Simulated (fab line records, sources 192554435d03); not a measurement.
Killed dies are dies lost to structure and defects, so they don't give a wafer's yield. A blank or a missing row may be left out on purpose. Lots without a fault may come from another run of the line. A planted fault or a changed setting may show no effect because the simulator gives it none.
Chamber matching | flow n5_finfet | N5_BEOL_M2_DESCUM_33 on rie_diel-02: 4 sister chambers
The step chemistry O2, time 7 s. 4 wafers are shown with their chamber, then 10 later ones without.

WAFERS WITH THEIR CHAMBER
wafer  | chamber | showerhead_plenum_p_Torr (Torr)
L082.5 | 1       | 1.99
L084.3 | 3       | 1.98
L083.2 | 0       | 1.99
L083.5 | 2       | 2.17

WAFERS WITHOUT THEIR CHAMBER
wafer  | showerhead_plenum_p_Torr (Torr)
L083.6 | 1.98
L087.1 | 1.99
L087.3 | 1.99
L087.5 | 2.17
L095.3 | 1.98
L095.4 | 1.98
L095.5 | 1.98
L094.2 | 1.98
L094.3 | 2.16
L094.5 | 1.97

WHICH CHAMBER EACH WENT THROUGH
wafer  | from the rows above     | in truth
L083.6 | 3                       | 3
L087.1 | can't be placed: 0 or 1 | 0
L087.3 | can't be placed: 0 or 1 | 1
L087.5 | 2                       | 2
L095.3 | 3                       | 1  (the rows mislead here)
L095.4 | 3                       | 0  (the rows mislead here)
L095.5 | 3                       | 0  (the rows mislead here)
L094.2 | 3                       | 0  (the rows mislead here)
L094.3 | 2                       | 2
L094.5 | 3                       | 3
Placed correctly: 4 of 10. Can't be placed from these rows: 2 (the true chamber is among the candidates in 2). Placed wrongly: 4.
How it was worked out, from the rows above alone: a wafer's distance from a chamber is the root of the sum, over the readings, of the square of ((its reading less the chamber's mean) divided by the reading's scatter). The wafer belongs to the nearest chamber; if the next one is less than 2 further off, it can't be placed. A chamber's mean is the mean of its shown wafers. The scatter: with one shown wafer a chamber, the root of the mean of the squares of how far each hidden wafer lies from its nearest shown one.
